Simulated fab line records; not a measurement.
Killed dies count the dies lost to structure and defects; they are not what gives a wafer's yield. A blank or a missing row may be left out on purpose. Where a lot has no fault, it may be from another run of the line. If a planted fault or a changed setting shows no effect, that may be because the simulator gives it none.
Which tool is to blame?	flow n5 finfet	Sampling: 8 lots, 24 wafers, 7 of 1938 route steps

WHAT THE GAUGES SHOWED, per wafer
N5_DUMMY_GATE_CD_MEAS_50 targets a cd of 14 nm.
lot	measured	on	cd nm (nm)
L278	day 4 19:36	cd sem-03	14.4 13.5 14.1
L281	day 5 16:32	cd sem-02	14.3 13.9 14.6
L282	day 5 22:59	cd sem-03	13.8 13.9 14.2
L284	day 6 07:30	cd sem-01	- - -
L285	day 6 11:14	cd sem-03	- - -
L286	day 6 16:58	cd sem-01	- - -
L287	day 6 21:11	cd sem-01	13.7 13.6 13.6
L294	day 8 19:02	cd sem-01	13.5 14.4 14.1

N5_BEOL_M4_RC_MEAS_101.
lot	measured	on	DIBL_N (mV/V)	DIBL_P (mV/V)	IOFF_N (nA/um)	IOFF_P (nA/um)	ION_N (uA/um)	ION_P (uA/um)	SS_N (mV/dec)	SS_P (mV/dec)	VT_N (mV)	VT_P (mV)
L278	day 10 00:45	prober-02	33.8 35.1 34.4	33.6 34.5 34.1	0.126 0.141 0.131	0.147 0.155 0.148	669 669 665	453 443 448	70.9 71.8 70.8	72.7 72.7 72.1	251.1 251.5 252.5	-256.9 -256.8 -256.1
L281	day 11 03:59	prober-01	34.5 37.0 35.2	35.1 37.8 35.1	0.126 0.169 0.134	0.184 0.221 0.179	654 685 661	457 474 460	71.1 71.7 70.8	72.0 73.6 72.5	255.7 249.0 250.9	-250.0 -250.5 -252.3
L282	day 11 08:32	prober-01	33.6 34.7 33.2	36.2 37.1 35.7	0.151 0.157 0.140	0.208 0.220 0.197	674 673 665	467 465 463	71.8 71.6 71.6	72.9 74.4 73.1	248.0 249.8 250.3	-249.2 -249.0 -251.5
L287	day 12 05:29	prober-01	38.6 39.0 37.4	36.4 37.3 35.3	0.165 0.177 0.144	0.210 0.217 0.196	677 675 675	464 457 458	71.7 71.8 71.4	73.7 74.6 73.4	249.1 250.3 247.9	-251.6 -251.7 -251.1
L294	day 13 23:38	prober-02	35.6 34.9 33.5	34.0 34.2 32.8	0.141 0.131 0.113	0.186 0.198 0.168	649 668 654	448 462 454	71.7 71.1 71.0	72.6 73.4 72.6	255.4 250.9 256.9	-253.7 -251.9 -252.6

EACH LOT AND THE TOOL THAT RAN IT (in order: tool; ch and the chambers of the sampled wafers; start)
lot	N5_FIN_CUT_STRIP_24	N5_STI_FIN_REVEAL_CMP_04	N5_STI_FIN_REVEAL_RECESS_09	N5_DUMMY_GATE_ETCH_36	N5_DUMMY_GATE_ETCH_37
L278	rie diel-04 ch 0,1,3, day 3 21:38	cmp-01 ch 2,3, day 4 05:55	vapor etch-01 ch 0,1, day 4 06:53	rie diel-03 ch 1,2,3, day 4 19:20	rie diel-03 ch 1,2,3, day 4 19:22
L281	rie diel-03 ch 1,2,3, day 4 17:02	cmp-04 ch 0,1,3, day 4 22:48	vapor etch-01 ch 0,1, day 4 23:40	rie diel-01 ch 1,2, day 5 16:16	rie diel-01 ch 1,2, day 5 16:19
L282	rie diel-04 ch 0,2, day 5 01:02	cmp-02 ch 2,3, day 5 10:17	vapor etch-02 ch 0,1, day 5 11:04	rie diel-04 ch 0,1,2, day 5 22:43	rie diel-04 ch 0,1,2, day 5 22:46
L284	rie diel-03 ch 0,3, day 5 11:46	cmp-01 ch 0,1,2, day 5 17:29	vapor etch-02 ch 0,1, day 5 18:16	rie diel-01 ch 2,3, day 6 07:04	rie diel-01 ch 2,3, day 6 07:06
L285	rie diel-01 ch 1,3, day 5 15:35	cmp-04 ch 1,2,3, day 5 21:41	vapor etch-01 ch 0,1, day 5 22:25	rie diel-04 ch 1,3, day 6 10:47	rie diel-04 ch 1,3, day 6 10:49
L286	rie diel-04 ch 0,1,3, day 5 21:28	cmp-04 ch 0,1,2, day 6 03:10	vapor etch-01 ch 0, day 6 03:59	rie diel-04 ch 0,3, day 6 16:34	rie diel-04 ch 0,3, day 6 16:37
L287	rie diel-04 ch 0,1,3, day 6 02:42	cmp-01 ch 1,2, day 6 08:22	vapor etch-01 ch 0,1, day 6 09:39	rie diel-04 ch 1,3, day 6 20:55	rie diel-04 ch 1,3, day 6 20:57
L294	rie diel-04 ch 1,2,3, day 7 22:33	cmp-04 ch 1,2,3, day 8 04:13	vapor etch-02 ch 0,1, day 8 05:04	rie diel-03 ch 2,3, day 8 18:46	rie diel-03 ch 2,3, day 8 18:48
- N5_FIN_CUT_STRIP_24: strips in CF4.
- N5_STI_FIN_REVEAL_CMP_04: polishes, stops on Si3N4, t overpolish 4 s, target thk 131.83 nm.
- N5_STI_FIN_REVEAL_RECESS_09: chemistry HF/NH3, target SiO2, afs cycles 11, target depth 42.5 nm, sublimation time 60 s.
- N5_DUMMY_GATE_ETCH_36: etches SiARC in CF4, target depth 13 nm.
- N5_DUMMY_GATE_ETCH_37: etches SOC in N2/H2, target depth 60 nm, overetch 30 nm.

AS READ BY THE TOOLS THEMSELVES (means over the sampled wafers that have a number; for cases with no such wafer, the mark the record gives instead)
N5_FIN_CUT_STRIP_24.
lot	tool	bias power w (W)	drypump motor current A (A)	oes product au (a.u.)	power w (W)	rf vpp V (V)	showerhead plenum p Torr (Torr)	throttle valve pct (%)
L278	rie diel-04	74.95	5.9	0.73	300.1	271.4	1.81	13.66
L281	rie diel-03	75.16	6.0	0.73	299.9	270.2	1.79	13.68
L282	rie diel-04	74.91	5.9	0.73	299.6	272.1	1.81	13.75
L284	rie diel-03	74.93	6.0	0.71	300.0	268.6	1.71	13.63
L285	rie diel-01	74.86	5.2	0.72	300.5	270.4	1.81	13.74
L286	rie diel-04	75.22	5.8	0.72	300.0	271.8	1.81	13.70
L287	rie diel-04	75.05	5.8	0.72	300.2	271.3	1.81	13.69
L294	rie diel-04	75.21	6.1	0.78	300.7	270.4	1.77	13.57

N5_STI_FIN_REVEAL_CMP_04.
lot	tool	motor current A (A)	overpolish run s (s)	time to endpoint s (s)
L278	cmp-01	7.5	4.005	96
L281	cmp-04	8.1	3.995	106
L282	cmp-02	9.0	3.999	106
L284	cmp-01	7.3	3.995	107
L285	cmp-04	8.1	3.993	105
L286	cmp-04	8.1	3.993	101
L287	cmp-01	6.9	4.008	105
L294	cmp-04	7.9	4.002	105

N5_STI_FIN_REVEAL_RECESS_09.
lot	tool	drypump motor current A (A)	temp c (C)
L278	vapor etch-01	6.1	29.98
L281	vapor etch-01	6.1	30.01
L282	vapor etch-02	5.5	29.98
L284	vapor etch-02	5.9	29.94
L285	vapor etch-01	6.0	30.11
L286	vapor etch-01	6.1	29.94
L287	vapor etch-01	6.1	30.13
L294	vapor etch-02	5.4	29.98

N5_DUMMY_GATE_ETCH_36.
lot	tool	bias w (W)	cf4 flow sccm (sccm)	drypump motor current A (A)	mfc ar sccm (sccm)	oes product au (a.u.)	rf vpp V (V)	showerhead plenum p Torr (Torr)	throttle valve pct (%)
L278	rie diel-03	36.14	99.92	6.0	99.88	0.73	184.3	2.14	15.70
L281	rie diel-01	35.94	100.10	5.3	100.07	0.69	183.6	2.17	15.96
L282	rie diel-04	36.06	99.94	5.6	100.20	0.73	185.2	2.18	15.80
L284	rie diel-01	-	-	-	-	-	-	-	-
L285	rie diel-04	-	-	-	-	-	-	-	-
L286	rie diel-04	-	-	-	-	-	-	-	-
L287	rie diel-04	35.91	99.89	5.9	99.69	0.69	184.1	2.15	15.79
L294	rie diel-03	36.01	100.20	5.8	99.90	0.80	184.4	2.18	15.59

N5_DUMMY_GATE_ETCH_37.
lot	tool	bias w (W)	chamber pressure mTorr (mTorr)	drypump motor current A (A)	oes product au (a.u.)	rf vpp V (V)	showerhead plenum p Torr (Torr)	temp c (C)	throttle valve pct (%)
L278	rie diel-03	150.3	30.00	6.0	0.58	523.1	2.53	40.06	17.89
L281	rie diel-01	150.4	29.99	5.3	0.55	525.1	2.58	39.80	18.16
L282	rie diel-04	150.0	30.00	5.6	0.58	525.3	2.59	39.89	17.98
L284	rie diel-01	149.8	30.01	6.5	0.27	523.0	2.49	39.96	17.95
L285	rie diel-04	150.5	30.02	6.3	0.26	522.2	2.48	39.97	17.64
L286	rie diel-04	149.9	30.01	6.3	0.27	522.3	2.50	39.98	17.66
L287	rie diel-04	149.5	30.00	5.9	0.55	524.1	2.54	40.12	17.84
L294	rie diel-03	149.8	30.03	5.8	0.63	524.9	2.58	40.10	17.85

THE ANSWER, worked out from the rows above alone
Rule: the usual values come from the lots themselves. The widest of any qualifying gaps counts: lots, ordered by their means at a reading, are off when they make up no more than a third of the lots, leave a main group of 4 or more, and stand apart from it by 3 or more times the standard deviation of that group's means. If all means in a main group match to the digits the tables above print for the reading, that group is not used. A lot without any number at a reading at which 4 lots or more have one is off too. Where the step has rows for the other lots, those lots are counted as sound. Order of review: gauges by route order, followed by the tools' own readings, for which a lot's mean as printed above is used. At the first step where some lot is off, the reading lying furthest off is the one used; lots without a number count as furthest.
Off at N5_DUMMY_GATE_CD_MEAS_50 (cd nm): L284, L285, L286. Without a number there: L284, L285, L286. The main group: mean 14.0 nm, standard deviation 0.2.
If a tool, at a process step before that reading, ran all the lots that are off and no sound lot after the first of them, it fits. The gauges at N5_DUMMY_GATE_CD_MEAS_50 aren't tried: what is off there is off at N5_DUMMY_GATE_ETCH_36 too, on other tools, and a gauge's error can't cause that. No candidate that was tried fits.

WHAT THE SIMULATOR PUT IN
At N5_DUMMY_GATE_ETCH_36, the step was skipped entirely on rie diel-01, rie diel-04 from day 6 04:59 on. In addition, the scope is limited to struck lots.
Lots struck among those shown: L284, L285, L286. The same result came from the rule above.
